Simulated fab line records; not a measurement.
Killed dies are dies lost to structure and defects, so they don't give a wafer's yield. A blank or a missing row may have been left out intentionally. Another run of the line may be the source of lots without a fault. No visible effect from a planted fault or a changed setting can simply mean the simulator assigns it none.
fab line records ; flow n5-finfet
record lots=6; wafers=18; last-day=19
route steps=1938 shown BEOL_M12@1647 BEOL_M13@1659
lots with no fault: from the same line, run without faults
start-h: the number of hours between the record's first day and the start of the first shown wafer of the lot ; wait-h: hours since the lot's step before ; " repeats the value in the row above ; L1.1+2: a row that stands for several wafers ; - no value, or no start given ; * or withheld: withheld ; < > ~ a bound
route shown NAME@n: a module of which the file shows steps, and the number in the route of the first ; usual: mean and standard deviation over wafers with no fault ; same: alike in all rows ; chamber/n: place in a boat ; sites: the reading at each site ; _std_site: their standard deviation ; _edge_site: outer sites' mean less inner sites' ; radius-mm: how far each site lies from the wafer's centre ; mask NAME#n: copy n ; behind: tool/chamber where the wafer was last shaped ; hold: what put the lot on hold/how long, in hours/how the hold closed ; device: whichever transistor did not switch (one of n, p or np) ; end of line: tests run on the same wafers once the route is complete ; where a step has no rows: the recipe by itself ; killed: the dies lost at the first sort to structure and to defects; this is not the yield of the wafer ; map: per-die view of a wafer (x killed, . not killed, _ where there is no die)
set.NAME: the setting that was run; set.NAME@STEP: the one run at that earlier step ; model.NAME: the simulator's own value behind a step, which no gauge read
certain route steps with their lots: each step a table, each wafer a row
services: a tool's chamber out of use, with start hour (start-h, from the record's first day; less than 0 if before it), hours out, and reason
## steps
# step N5_BEOL_M12_PRE_CLEAN_42
# recipe gas=H2/He; time-s=30; temp-c=250
# usual heater-power-w=322/24
lot.wafer;tool;chamber;start-h;wait-h;heater-power-w
L265.3;pvd-sputter-02;-;262.19;0.0;282
L265.4;pvd-sputter-02;-;262.19;0.0;332
L265.5;pvd-sputter-02;-;262.19;0.0;325
L272.2;pvd-sputter-03;-;354.42;0.0;376
L272.5;pvd-sputter-03;-;354.42;0.0;320
L272.6;pvd-sputter-03;-;354.42;0.0;337
L277.3;pvd-sputter-02;-;375.60;0.0;327
L277.4;pvd-sputter-02;-;375.60;0.0;318
L277.6;pvd-sputter-02;-;375.60;0.0;323
L279.1;pvd-sputter-03;-;380.77;0.0;285
L279.4;pvd-sputter-03;-;380.77;0.0;332
L279.6;pvd-sputter-03;-;380.77;0.0;337
L266.1;pvd-sputter-01;-;381.76;0.0;328
L266.2;pvd-sputter-01;-;381.76;0.0;295
L266.5;pvd-sputter-01;-;381.76;0.0;324
L281.1;pvd-sputter-02;-;407.86;0.0;325
L281.3;pvd-sputter-02;-;407.86;0.0;312
L281.4;pvd-sputter-02;-;407.86;0.0;289
# step N5_BEOL_M12_SPUTTER_43
# recipe material=TaN; target-thk-a=150; temp-c=50; bias-v=168.6; power-w=15000; chamber-pressure-pa=0.12; time-s=24.19
# step N5_BEOL_M12_SPUTTER_44
# recipe material=Ta; target-thk-a=100; temp-c=50; bias-v=80; power-w=15000; chamber-pressure-pa=0.07; time-s=16.13
# usual throttle-valve-pct=30.3/0.74
lot.wafer;tool;chamber;start-h;wait-h;throttle-valve-pct
L265.3;pvd-sputter-02;-;262.31;0.0;29.2
L265.4;pvd-sputter-02;-;262.31;0.0;31.1
L265.5;pvd-sputter-02;-;262.31;0.0;30.4
L272.2;pvd-sputter-03;-;354.54;0.0;29.6
L272.5;pvd-sputter-03;-;354.54;0.0;29.6
L272.6;pvd-sputter-03;-;354.54;0.0;30.2
L277.3;pvd-sputter-02;-;375.72;0.0;31.1
L277.4;pvd-sputter-02;-;375.72;0.0;30.5
L277.6;pvd-sputter-02;-;375.72;0.0;31.1
L279.1;pvd-sputter-03;-;380.89;0.0;30.9
L279.4;pvd-sputter-03;-;380.89;0.0;30.1
L279.6;pvd-sputter-03;-;380.89;0.0;30.2
L266.1;pvd-sputter-01;-;381.88;0.0;31.0
L266.2;pvd-sputter-01;-;381.88;0.0;29.1
L266.5;pvd-sputter-01;-;381.88;0.0;30.7
L281.1;pvd-sputter-02;-;407.98;0.0;31.3
L281.3;pvd-sputter-02;-;407.98;0.0;30.5
L281.4;pvd-sputter-02;-;407.98;0.0;29.1
# step N5_BEOL_M12_SPUTTER_45
# recipe material=Cu; target-thk-a=800; temp-c=-20; bias-v=60; power-w=26000; chamber-pressure-pa=0.13; time-s=13.33
# step N5_BEOL_M12_ECD_47
# recipe material=Cu; target-thk-a=7200
# step N5_BEOL_M12_ANNEAL_48
# recipe temp-c=225; time-s=90; ambient=N2
# step N5_BEOL_M12_CMP_49
# recipe stop-on=SiOC; t-overpolish-s=20.6; down-force-psi=1; platen-rpm=50; clearing-platen-down-force-psi=1.5; clearing-platen-rpm=50; post-cmp-clean=cu-alkaline; target-thk-nm=320; clearing-platen-pad-velocity-m-s=0.99484; pad-velocity-m-s=0.99484
# step N5_BEOL_M12_THK_MEAS_50
# recipe thk-meas-gauge=xrf; reads=Cu_of_BEOL_M12_ECD_47
# usual M12_THK=324/6.9
lot.wafer;tool;chamber;start-h;wait-h;M12_THK[nm]
L265.3;film-metro-01;-;263.24;-;325
L265.4;film-metro-01;-;263.24;-;324
L265.5;film-metro-01;-;263.24;-;321
L272.2;film-metro-01;-;355.48;-;322
L272.5;film-metro-01;-;355.48;-;315
L272.6;film-metro-01;-;355.48;-;316
L277.3;film-metro-01;-;376.65;-;320
L277.4;film-metro-01;-;376.65;-;314
L277.6;film-metro-01;-;376.65;-;318
L279.1;film-metro-01;-;382.11;-;309
L279.4;film-metro-01;-;382.11;-;314
L279.6;film-metro-01;-;382.11;-;324
L266.1;film-metro-02;-;383.13;-;318
L266.2;film-metro-02;-;383.13;-;332
L266.5;film-metro-02;-;383.13;-;335
L281.1;film-metro-02;-;408.92;-;327
L281.3;film-metro-02;-;408.92;-;327
L281.4;film-metro-02;-;408.92;-;326
# step N5_BEOL_M12_PRE_CLEAN_52
# recipe gas=NH3; time-s=15; temp-c=withheld; rf-power-w=300
# step N5_BEOL_M12_DEP_53
# recipe material=SiCN; target-thk-a=300; temp-c=withheld; precursor=3MS/NH3; pressure-torr=3; rf-w=675; time-s=10.5
# usual showerhead-plenum-p-Torr=4.159/0.022; throttle-valve-pct=17.8/0.83
lot.wafer;tool;chamber;start-h;wait-h;showerhead-plenum-p-Torr;throttle-valve-pct
L265.3;pecvd-03;0;263.30;0.0;4.145;18.0
L265.4;pecvd-03;0;263.30;0.0;4.145;18.1
L265.5;pecvd-03;1;263.30;0.0;4.164;18.3
L272.2;pecvd-02;1;355.54;0.0;4.196;19.5
L272.5;pecvd-02;2;355.54;0.0;4.191;18.1
L272.6;pecvd-02;1;355.54;0.0;4.189;19.8
L277.3;pecvd-02;1;376.71;0.0;4.208;19.3
L277.4;pecvd-02;0;376.71;0.0;4.113;17.9
L277.6;pecvd-02;1;376.71;0.0;4.195;19.5
L279.1;pecvd-03;1;382.17;0.0;4.173;18.3
L279.4;pecvd-03;0;382.17;0.0;4.145;18.6
L279.6;pecvd-03;2;382.17;0.0;4.172;17.2
L266.1;pecvd-02;0;383.20;0.0;4.121;18.2
L266.2;pecvd-02;1;383.20;0.0;4.204;19.5
L266.5;pecvd-02;1;383.20;0.0;4.186;19.7
L281.1;pecvd-01;2;408.98;0.0;4.145;17.8
L281.3;pecvd-01;1;408.98;0.0;4.158;16.2
L281.4;pecvd-01;2;408.98;0.0;4.157;18.0
# step N5_BEOL_M12_RS_MEAS_54
# recipe thk-meas-gauge=four-point-probe; reads=Cu_of_BEOL_M12_ECD_47+Ta_of_BEOL_M12_SPUTTER_44+TaN_of_BEOL_M12_SPUTTER_43
# usual M12_RS=0.0605/0.0011
lot.wafer;tool;chamber;start-h;wait-h;M12_RS[ohm/sq]
L265.3;film-metro-01;-;263.37;0.0;0.0599
L265.4;film-metro-01;-;263.37;0.0;0.0602
L265.5;film-metro-01;-;263.37;0.0;0.0610
L272.2;film-metro-01;-;355.60;0.0;0.0599
L272.5;film-metro-01;-;355.60;0.0;0.0611
L272.6;film-metro-01;-;355.60;0.0;0.0605
L277.3;film-metro-01;-;376.78;0.0;0.0603
L277.4;film-metro-01;-;376.78;0.0;0.0612
L277.6;film-metro-01;-;376.78;0.0;0.0605
L279.1;film-metro-02;-;382.23;0.0;0.0622
L279.4;film-metro-02;-;382.23;0.0;0.0615
L279.6;film-metro-02;-;382.23;0.0;0.0594
L266.1;film-metro-02;-;383.26;0.0;0.0623
L266.2;film-metro-02;-;383.26;0.0;0.0597
L266.5;film-metro-02;-;383.26;0.0;0.0588
L281.1;film-metro-01;-;409.04;0.0;0.0607
L281.3;film-metro-01;-;409.04;0.0;0.0609
L281.4;film-metro-01;-;409.04;0.0;0.0608
# step N5_BEOL_M12_INSPECT_55
# recipe inspect-instrument=darkfield; mode=post-dep
# usual raw-defect-count=69/25
lot.wafer;tool;chamber;start-h;wait-h;raw-defect-count
L265.3;defect-inspect-01;-;263.39;0.0;80
L265.4;defect-inspect-01;-;263.39;0.0;55
L265.5;defect-inspect-01;-;263.39;0.0;93
L272.2;defect-inspect-01;-;355.63;0.0;31
L272.5;defect-inspect-01;-;355.63;0.0;43
L272.6;defect-inspect-01;-;355.63;0.0;36
L277.3;defect-inspect-02;-;376.80;0.0;79
L277.4;defect-inspect-02;-;376.80;0.0;74
L277.6;defect-inspect-02;-;376.80;0.0;61
L279.1;defect-inspect-02;-;382.26;0.0;58
L279.4;defect-inspect-02;-;382.26;0.0;82
L279.6;defect-inspect-02;-;382.26;0.0;45
L266.1;defect-inspect-02;-;383.29;0.0;71
L266.2;defect-inspect-02;-;383.29;0.0;58
L266.5;defect-inspect-02;-;383.29;0.0;54
L281.1;defect-inspect-02;-;409.07;0.0;79
L281.3;defect-inspect-02;-;409.07;0.0;114
L281.4;defect-inspect-02;-;409.07;0.0;93
# step N5_BEOL_M13_ILD_DEP_00
# recipe material=SiOC; target-thk-a=8379.2; temp-c=350; precursor=DEMS/O2; pressure-torr=5; rf-w=500; time-s=166.4
# usual heater-power-outer-w=270/47; heater-power-w=506/65; showerhead-plenum-p-Torr=5.696/0.015; throttle-valve-pct=12.0/0.68
lot.wafer;tool;chamber;start-h;wait-h;heater-power-outer-w;heater-power-w;showerhead-plenum-p-Torr;throttle-valve-pct
L265.3;pecvd-04;2;263.43;0.0;216;432;5.726;12.1
L265.4;pecvd-04;2;263.43;0.0;245;471;5.717;11.9
L265.5;pecvd-04;1;263.43;0.0;370;645;5.715;13.5
L272.2;pecvd-03;1;355.67;0.0;289;530;5.713;12.1
L272.5;pecvd-03;2;355.67;0.0;220;393;5.705;11.3
L272.6;pecvd-03;0;355.67;0.0;265;504;5.684;12.1
L277.3;pecvd-01;1;376.84;0.0;247;483;5.701;10.8
L277.4;pecvd-01;0;376.84;0.0;252;519;5.691;11.8
L277.6;pecvd-01;2;376.84;0.0;224;461;5.700;11.8
L279.1;pecvd-04;2;382.30;0.0;255;482;5.719;12.4
L279.4;pecvd-04;2;382.30;0.0;273;506;5.709;12.1
L279.6;pecvd-04;0;382.30;0.0;306;555;5.691;11.8
L266.1;pecvd-03;2;383.32;0.0;282;471;5.709;11.2
L266.2;pecvd-03;0;383.32;0.0;275;498;5.688;12.1
L266.5;pecvd-03;1;383.32;0.0;254;467;5.704;11.9
L281.1;pecvd-03;2;409.10;0.0;237;427;5.710;11.5
L281.3;pecvd-03;0;409.10;0.0;250;484;5.673;12.1
L281.4;pecvd-03;2;409.10;0.0;262;446;5.718;11.4
# step N5_BEOL_M13_THK_MEAS_01
# recipe reads=SiOC_of_BEOL_M13_ILD_DEP_00
# usual M13_ILD_THK=834/10
lot.wafer;tool;chamber;start-h;wait-h;M13_ILD_THK[nm]
L265.3;film-metro-01;-;263.58;0.1;832
L265.4;film-metro-01;-;263.58;0.1;829
L265.5;film-metro-01;-;263.58;0.1;841
L272.2;film-metro-02;-;355.82;0.1;690
L272.5;film-metro-02;-;355.82;0.1;837
L272.6;film-metro-02;-;355.82;0.1;848
L277.3;film-metro-02;-;376.99;0.1;813
L277.4;film-metro-02;-;376.99;0.1;827
L277.6;film-metro-02;-;376.99;0.1;844
L279.1;film-metro-02;-;382.45;0.1;833
L279.4;film-metro-02;-;382.45;0.1;840
L279.6;film-metro-02;-;382.45;0.1;844
L266.1;film-metro-02;-;383.47;0.1;823
L266.2;film-metro-02;-;383.47;0.1;828
L266.5;film-metro-02;-;383.47;0.1;710
L281.1;film-metro-02;-;409.31;0.2;823
L281.3;film-metro-02;-;409.31;0.2;844
L281.4;film-metro-02;-;409.31;0.2;846
# step N5_BEOL_M13_COAT_58
# recipe resist=BARC; temp-c=205; time-s=60; spin-rpm=1500; resist-thk-nm=89
# step N5_BEOL_M13_COAT_04
# recipe spin-rpm=1625; resist-thk-nm=400
# step N5_BEOL_M13_EBR_06
# recipe solvent=PGMEA; ebr-width-mm=1.5
# step N5_BEOL_M13_SOFTBAKE_05
# recipe temp-c=130; time-s=60
# step N5_BEOL_M13_EXPOSE_07
# recipe mask-id=V12; na=0.93; source-shape=conventional; sigma-outer=0.6; polarization=unpolarized; attpsm-phase-deg=180; dose-mj=24.8
# step N5_BEOL_M13_PEB_08
# recipe peb-temp-c=130; peb-time-s=90
# step N5_BEOL_M13_DEVELOP_09
# recipe develop-time-s=45; rinse-liquid=diw; dry=air-spin; dev-temp-c=21
# step N5_BEOL_M13_HARDBAKE_14
# recipe temp-c=130; time-s=120
# step N5_BEOL_M13_CD_MEAS_10
# recipe target-cd-nm=190; landing-energy-ev=500; detector=se-inlens; polarity=opening
# usual cd-nm=190.5/1.3
lot.wafer;tool;chamber;start-h;wait-h;cd-nm
L265.3;cd-sem-01;0;263.89;-;188.9
L265.4;cd-sem-01;0;263.89;-;190.9
L265.5;cd-sem-01;0;263.89;-;190.8
L272.2;cd-sem-03;0;356.12;-;190.0
L272.5;cd-sem-03;0;356.12;-;188.7
L272.6;cd-sem-03;0;356.12;-;191.0
L277.3;cd-sem-03;0;377.29;-;188.1
L277.4;cd-sem-03;0;377.29;-;187.7
L277.6;cd-sem-03;0;377.29;-;189.0
L279.1;cd-sem-02;0;382.75;-;188.3
L279.4;cd-sem-02;0;382.75;-;188.6
L279.6;cd-sem-02;0;382.75;-;189.3
L266.1;cd-sem-01;0;383.90;-;190.2
L266.2;cd-sem-01;0;383.90;-;189.1
L266.5;cd-sem-01;0;383.90;-;189.7
L281.1;cd-sem-01;0;409.74;-;189.7
L281.3;cd-sem-01;0;409.74;-;189.2
L281.4;cd-sem-01;0;409.74;-;190.5
# step N5_BEOL_M13_OVL_MEAS_11
# recipe points-per-wafer=44
# usual V12_OVL=3/5.1
lot.wafer;tool;chamber;start-h;wait-h;V12_OVL[nm]
L265.3;overlay-02;0;263.91;0.0;12
L265.4;overlay-02;0;263.91;0.0;6
L265.5;overlay-02;0;263.91;0.0;11
L272.2;overlay-01;0;356.15;0.0;0
L272.5;overlay-01;0;356.15;0.0;5
L272.6;overlay-01;0;356.15;0.0;1
L277.3;overlay-01;0;377.32;0.0;-4
L277.4;overlay-01;0;377.32;0.0;7
L277.6;overlay-01;0;377.32;0.0;9
L279.1;overlay-01;0;382.78;0.0;-1
L279.4;overlay-01;0;382.78;0.0;3
L279.6;overlay-01;0;382.78;0.0;-1
L266.1;overlay-01;0;383.93;0.0;3
L266.2;overlay-01;0;383.93;0.0;7
L266.5;overlay-01;0;383.93;0.0;3
L281.1;overlay-01;0;409.77;0.0;-3
L281.3;overlay-01;0;409.77;0.0;1
L281.4;overlay-01;0;409.77;0.0;3
# step N5_BEOL_M13_INSPECT_12
# recipe mode=adi; inspect-instrument=macro
# usual raw-defect-count=2.3/1.5
lot.wafer;tool;chamber;start-h;wait-h;raw-defect-count
L265.3;defect-inspect-02;-;263.94;0.0;4
L265.4;defect-inspect-02;-;263.94;0.0;2
L265.5;defect-inspect-02;-;263.94;0.0;2
L272.2;defect-inspect-01;-;356.18;0.0;2
L272.5;defect-inspect-01;-;356.18;0.0;3
L272.6;defect-inspect-01;-;356.18;0.0;4
L277.3;defect-inspect-02;-;377.35;0.0;1
L277.4;defect-inspect-02;-;377.35;0.0;2
L277.6;defect-inspect-02;-;377.35;0.0;3
L279.1;defect-inspect-02;-;382.81;0.0;8
L279.4;defect-inspect-02;-;382.81;0.0;4
L279.6;defect-inspect-02;-;382.81;0.0;1
L266.1;defect-inspect-02;-;383.96;0.0;2
L266.2;defect-inspect-02;-;383.96;0.0;3
L266.5;defect-inspect-02;-;383.96;0.0;1
L281.1;defect-inspect-02;-;409.80;0.0;3
L281.3;defect-inspect-02;-;409.80;0.0;2
L281.4;defect-inspect-02;-;409.80;0.0;3
# step N5_BEOL_M13_DESCUM_15
# recipe chemistry=O2; time-s=7.9; source-power-w=50; bias-power-w=20; pressure-mtorr=20; rf-frequency-hz=2.712e+07; temp-c=40; o2-flow-sccm=225
# step N5_BEOL_M13_ETCH_59
# recipe chemistry=N2/H2; target=BARC; target-depth-a=890; overetch-a=267; time-s=67.9; ion-energy-ev=200; pressure-mtorr=30; source-w=840; bias-w=150; n2-flow-sccm=200; h2-flow-sccm=200
# step N5_BEOL_M13_VIA_ETCH_16
# recipe chemistry=C4F8/O2/Ar; target=SiOC; pressure-mtorr=30; source-w=3000; bias-w=700; Ar_flow_sccm=400; C4F8_flow_sccm=15; O2_flow_sccm=8; he-inner-torr=15; he-outer-torr=30; target-depth-a=9217; time-s=withheld; ion-energy-ev=250; ends=cleared
# usual drypump-motor-current-A=5.5/0.39; oes-product-au=0.73/0.097; rf-vpp-V=664/3.5; showerhead-plenum-p-Torr=3.39/0.13; throttle-valve-pct=24.16/0.25
lot.wafer;tool;chamber;start-h;wait-h;drypump-motor-current-A;oes-product-au;rf-vpp-V;showerhead-plenum-p-Torr;throttle-valve-pct
L265.3;rie-diel-04;2;264.06;0.0;5.3;0.64;671;3.55;24.38
L265.4;rie-diel-04;1;264.06;0.0;6.2;0.62;660;3.26;24.49
L265.5;rie-diel-04;2;264.06;0.0;5.3;0.64;669;3.55;24.36
L272.2;rie-diel-04;0;356.30;0.0;5.8;0.76;663;3.34;24.02
L272.5;rie-diel-04;1;356.30;0.0;6.3;0.81;672;3.65;24.20
L272.6;rie-diel-04;2;356.30;0.0;5.3;0.61;669;3.54;24.43
L277.3;rie-diel-04;0;377.47;0.0;5.8;0.75;662;3.34;24.03
L277.4;rie-diel-04;3;377.47;0.0;5.7;0.83;664;3.32;23.91
L277.6;rie-diel-04;1;377.47;0.0;6.3;0.80;670;3.64;24.21
L279.1;rie-diel-02;0;382.93;0.0;5.4;0.81;666;3.47;24.11
L279.4;rie-diel-02;0;382.93;0.0;5.4;0.81;668;3.47;24.09
L279.6;rie-diel-02;1;382.93;0.0;6.0;0.61;660;3.24;23.89
L266.1;rie-diel-04;1;384.16;0.0;6.3;0.80;671;3.64;24.20
L266.2;rie-diel-04;3;384.16;0.0;5.6;0.83;664;3.32;23.92
L266.5;rie-diel-04;2;384.16;0.0;5.3;0.61;667;3.53;24.44
L281.1;rie-diel-06;2;409.92;0.0;5.2;0.83;667;3.49;23.98
L281.3;rie-diel-06;3;409.92;0.0;5.3;0.62;661;3.24;24.61
L281.4;rie-diel-06;3;409.92;0.0;5.3;0.62;660;3.24;24.63
# step N5_BEOL_M13_STRIP_63
# recipe chemistry=N2/H2; power-w=1000; temp-c=250; h2-frac=0.65; overash-fraction=0.3; pressure-mtorr=1000; n2-flow-sccm=1750; h2-flow-sccm=3250
# usual drypump-motor-current-A=5.9/0.3; heater-power-w=325/34; oes-product-au=0.675/0.0047; strip-time-to-endpoint-s=28.2/1.1
# same overash-fraction=0.3
lot.wafer;tool;chamber;start-h;wait-h;drypump-motor-current-A;heater-power-w;oes-product-au;rf-hours-counter-h;strip-time-to-endpoint-s
L265.3;plasma-asher-01;1;264.31;-;6.3;359;0.679;-;29.8
L265.4;plasma-asher-01;0;264.31;-;6.1;334;0.679;-;28.7
L265.5;plasma-asher-01;0;264.31;-;6.1;336;0.678;-;28.6
L272.2;plasma-asher-02;0;356.53;-;5.7;281;0.678;91;28.5
L272.5;plasma-asher-02;1;356.53;-;5.6;349;0.676;-;27.1
L272.6;plasma-asher-02;0;356.53;-;5.7;284;0.674;-;27.5
L277.3;plasma-asher-02;0;377.72;-;5.7;277;0.676;-;30.0
L277.4;plasma-asher-02;1;377.72;-;5.5;336;0.664;-;28.8
L277.6;plasma-asher-02;0;377.72;-;5.7;273;0.666;-;26.7
L279.1;plasma-asher-01;1;383.16;-;6.3;363;0.671;146;29.2
L279.4;plasma-asher-01;0;383.16;-;6.1;347;0.673;-;28.1
L279.6;plasma-asher-01;1;383.16;-;6.4;350;0.664;-;28.6
L266.1;plasma-asher-02;1;384.40;-;5.5;340;0.672;98;28.0
L266.2;plasma-asher-02;0;384.40;-;5.7;268;0.672;98;27.9
L266.5;plasma-asher-02;1;384.40;-;5.6;334;0.677;-;27.4
L281.1;plasma-asher-01;1;410.15;-;6.4;369;0.669;151;28.2
L281.3;plasma-asher-01;0;410.15;-;6.1;340;0.679;-;27.2
L281.4;plasma-asher-01;1;410.15;-;6.4;370;0.675;-;26.9
# step N5_BEOL_M13_STRIP_64
# recipe chemistry=N2/H2; power-w=1000; temp-c=250; h2-frac=0.65; overash-fraction=0.3; pressure-mtorr=withheld; n2-flow-sccm=1750; h2-flow-sccm=3250
# step N5_BEOL_M13_STRIP_71
# recipe chemistry=post-etch-residue-remover; time-s=60; temp-c=25; remover-ph=withheld; remover-water-wt-pct=withheld; remover-fluoride-wt-pct=withheld
# step N5_BEOL_M13_SRD_72
# recipe time-s=30; temp-c=23; rinse-liquid=diw; dry=n2-spin; spin-rpm=1500; dry-time-s=30
# step N5_BEOL_M13_CD_MEAS_17
# recipe target-cd-nm=190; polarity=opening
# usual cd-nm=190.8/1.7
lot.wafer;tool;chamber;start-h;wait-h;cd-nm
L265.3;cd-sem-01;-;264.51;0.0;189.2
L265.4;cd-sem-01;-;264.51;0.0;192.3
L265.5;cd-sem-01;-;264.51;0.0;191.5
L272.2;cd-sem-01;-;356.74;0.0;191.2
L272.5;cd-sem-01;-;356.74;0.0;189.3
L272.6;cd-sem-01;-;356.74;0.0;190.6
L277.3;cd-sem-01;-;377.91;0.0;189.1
L277.4;cd-sem-01;-;377.91;0.0;190.4
L277.6;cd-sem-01;-;377.91;0.0;189.8
L279.1;cd-sem-02;-;383.38;0.0;188.9
L279.4;cd-sem-02;-;383.38;0.0;188.4
L279.6;cd-sem-02;-;383.38;0.0;188.9
L266.1;cd-sem-01;-;384.64;0.0;191.5
L266.2;cd-sem-01;-;384.64;0.0;190.2
L266.5;cd-sem-01;-;384.64;0.0;188.4
L281.1;cd-sem-01;-;410.36;0.0;188.0
L281.3;cd-sem-01;-;410.36;0.0;190.1
L281.4;cd-sem-01;-;410.36;0.0;191.9
# step N5_BEOL_M13_COAT_65
# recipe resist=SOC; temp-c=250; time-s=60; spin-rpm=1500; resist-thk-nm=350
# step N5_BEOL_M13_COAT_66
# recipe resist=SiARC; temp-c=220; time-s=60; spin-rpm=1500; resist-thk-nm=110
# step N5_BEOL_M13_COAT_22
# recipe spin-rpm=2888; resist-thk-nm=300
# step N5_BEOL_M13_EBR_24
# recipe solvent=PGMEA; ebr-width-mm=1.5
# step N5_BEOL_M13_SOFTBAKE_23
# recipe temp-c=130; time-s=60
# step N5_BEOL_M13_EXPOSE_25
# recipe mask-id=M13; na=0.93; source-shape=conventional; sigma-outer=0.4; polarization=unpolarized; target-cd-nm=210; dose-mj=22
# step N5_BEOL_M13_PEB_26
# recipe peb-temp-c=130; peb-time-s=90
# step N5_BEOL_M13_DEVELOP_27
# recipe develop-time-s=45; rinse-liquid=diw; dry=air-spin; dev-temp-c=21
# step N5_BEOL_M13_HARDBAKE_32
# recipe temp-c=130; time-s=120
# step N5_BEOL_M13_OCD_MEAS_35
# usual trench-depth-nm=413/9.7
lot.wafer;tool;chamber;start-h;wait-h;trench-depth-nm
L265.3;ocd-01;-;265.50;0.0;407
L265.4;ocd-01;-;265.50;0.0;410
L265.5;ocd-01;-;265.50;0.0;413
L272.2;ocd-01;-;357.86;0.0;239
L272.5;ocd-01;-;357.86;0.0;414
L272.6;ocd-01;-;357.86;0.0;418
L277.3;ocd-01;-;379.36;0.0;400
L277.4;ocd-01;-;379.36;0.0;424
L277.6;ocd-01;-;379.36;0.0;396
L279.1;ocd-01;-;384.65;0.0;426
L279.4;ocd-01;-;384.65;0.0;418
L279.6;ocd-01;-;384.65;0.0;407
L266.1;ocd-01;-;386.03;0.0;429
L266.2;ocd-01;-;386.03;0.0;420
L266.5;ocd-01;-;386.03;0.0;265
L281.1;ocd-02;-;411.92;0.0;412
L281.3;ocd-02;-;411.92;0.0;425
L281.4;ocd-02;-;411.92;0.0;409
## services
tool;chamber;start-h;hours;kind
rie-diel-02;-;257.06;72.1;repair
rie-diel-04;1;265.95;-;clean
rie-diel-04;1;265.95;-;consumable-replace:focus-ring
rie-diel-04;1;265.95;-;consumable-replace:showerhead
rie-diel-04;1;265.95;20.5;scheduled-down
rie-diel-04;1;265.95;20.5;vent-cycle
pecvd-01;1;274.17;12.3;repair
pecvd-01;-;275.27;0.9;repair
pecvd-03;-;286.12;14.6;pm
pecvd-04;2;287.69;4.1;repair
pecvd-04;-;289.55;6.0;pm
rie-diel-04;3;294.15;6.5;repair
pecvd-02;-;298.59;3.4;repair
pecvd-02;-;326.95;0.6;repair
rie-diel-02;-;329.20;14.6;pm
pecvd-04;2;331.11;30.4;repair
rie-diel-06;3;331.95;2.6;repair
pecvd-02;-;335.57;2.8;pm
rie-diel-04;-;336.59;4.8;repair
rie-diel-06;-;338.02;0.6;repair
rie-diel-06;0;347.58;3.7;repair
rie-diel-06;-;354.64;4.3;pm
plasma-asher-01;-;381.98;0.8;repair
pecvd-03;1;405.28;5.5;scheduled-down
## key
first-sign step=N5_BEOL_M13_THK_MEAS_01; reading=M13_ILD_THK; direction=down; sigmas=13; usual=834; struck=700
effect step=N5_BEOL_M13_OCD_MEAS_35; reading=trench-depth-nm; direction=down; sigmas=17; usual=413; struck=252
met-at N5_BEOL_M13_ILD_DEP_00
struck-wafers L266.5,L272.2
sort-left-out L266.5,L272.2
fault kind=site-profile-drift; tool=pecvd-03; chamber=1; onset-h=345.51; steps=N5_BEOL_M13_ILD_DEP_00; basis=fraction; max-abs-drift=0.37605; slope-share-per-hr=83.567; site-pattern=0,0,0,0,0,-1,-1,-1,-1
# sort-left-out: the simulated sort isn't trusted on such a fault, so these wafers' sort isn't shown, and their yield isn't known
